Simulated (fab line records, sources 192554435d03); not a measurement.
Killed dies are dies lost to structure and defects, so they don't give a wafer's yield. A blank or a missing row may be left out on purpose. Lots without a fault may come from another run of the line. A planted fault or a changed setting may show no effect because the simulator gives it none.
Split-lot experiment | flow n5_finfet | 7 lots, 21 wafers read, on a route of 1938 steps

THE SPLIT
At N5_BEOL_M3_PECVD_72 (deposits SiO2 from TEOS/O2, target thk 16 nm, time 18 s), the setting time_s was moved away from the recipe's 18 s on 6 of the 21 wafers read, by -14.9% to +9.3%. The other wafers ran this setting at the recipe's value.

The reading is taken at the split's own step.

THE READING
SiO2_of_BEOL_M3_PECVD_72.thk_nm (the simulator's own value, which no gauge read), in nm, at N5_BEOL_M3_PECVD_72 (deposits SiO2 from TEOS/O2, target thk 16 nm, time 18 s). The file gives no usual value for it. The 15 wafers here that ran the recipe average 16.1 nm, standard deviation 0.19 nm.

wafer  | tool, chamber at the split | time_s as run, s | against the recipe | SiO2_of_BEOL_M3_PECVD_72.thk_nm, nm | against lot-mates on the recipe
L077.3 | pecvd-04, 2                | 16.14            | -10.3%             | 14.4                                | -1.8
L077.5 | pecvd-04, 1                | 18               | recipe             | 16.2                                | -
L077.6 | pecvd-04, 2                | 16.14            | -10.3%             | 14.6                                | -1.6
L078.1 | pecvd-04, 2                | 18               | recipe             | 16                                  | -
L078.2 | pecvd-04, 0                | 18               | recipe             | 15.8                                | -
L078.6 | pecvd-04, 2                | 18               | recipe             | 16.2                                | -
L082.3 | pecvd-02, 1                | 18               | recipe             | 16                                  | -
L082.4 | pecvd-02, 0                | 19.68            | +9.3%              | 17.4                                | +1.3
L082.5 | pecvd-02, 2                | 18               | recipe             | 16.2                                | -
L090.1 | pecvd-04, 0                | 18               | recipe             | 15.6                                | -
L090.3 | pecvd-04, 0                | 16.32            | -9.3%              | 14.2                                | -1.6
L090.6 | pecvd-04, 0                | 18               | recipe             | 16                                  | -
L092.1 | pecvd-01, 2,0              | 18               | recipe             | 16                                  | -
L092.2 | pecvd-01, 2,0              | 18               | recipe             | 16                                  | -
L092.6 | pecvd-01, 2                | 18               | recipe             | 16.4                                | -
L095.3 | pecvd-02, 1                | 18               | recipe             | 16.2                                | -
L095.5 | pecvd-02, 2                | 18.76            | +4.2%              | 16.8                                | +0.7
L095.6 | pecvd-02, 0                | 18               | recipe             | 16                                  | -
L094.3 | pecvd-04, 2                | 15.31            | -14.9%             | 13.8                                | -2.4
L094.4 | pecvd-04, 0,2              | 18               | recipe             | 16.2                                | -
L094.6 | pecvd-04, 0,2              | 18               | recipe             | 16.2                                | -
Where a row lists several chambers, the file gives one row for several wafers and doesn't say which wafer went through which chamber.

THE FIT
A straight line over all 21 wafers: SiO2_of_BEOL_M3_PECVD_72.thk_nm changes by +0.157 nm for each +1% of time_s; r = +0.98; the points scatter about the line by 0.2 nm.
The same after taking each lot's own level away (the mean of its wafers on the recipe; 21 wafers): +0.16 nm for each +1%; r = +0.99; scatter 0.14 nm.
On that fit, the largest move of time_s shifts the reading by 2.4 nm.
The lots' own levels span 15.80 to 16.20 nm, that is 2.1 times the standard deviation above.
So the lot-to-lot level changes the slope little: the two slopes agree.
Check: with one of the wafers moved furthest among these (-14.9%) left out of the fit, the line predicts -2.41 nm for it against its lot-mates. It came out at -2.4 nm against them.

OTHER SPLITS ON THESE WAFERS
These wafers also went through other splits before the reading. Each is held against what the fit with the lots' levels taken away leaves over:
other split on the same wafers | wafers away from the commonest value | r with SiO2_of_BEOL_M3_PECVD_72.thk_nm (lot level and that fit taken away)
N5_BEOL_M2_COAT_67 spin_rpm    | 8                                    | +0.10

THE FILE'S OWN FIT
SiO2_of_BEOL_M3_PECVD_72.thk_nm changes by +0.16 nm for each +1% of time_s, r = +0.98.
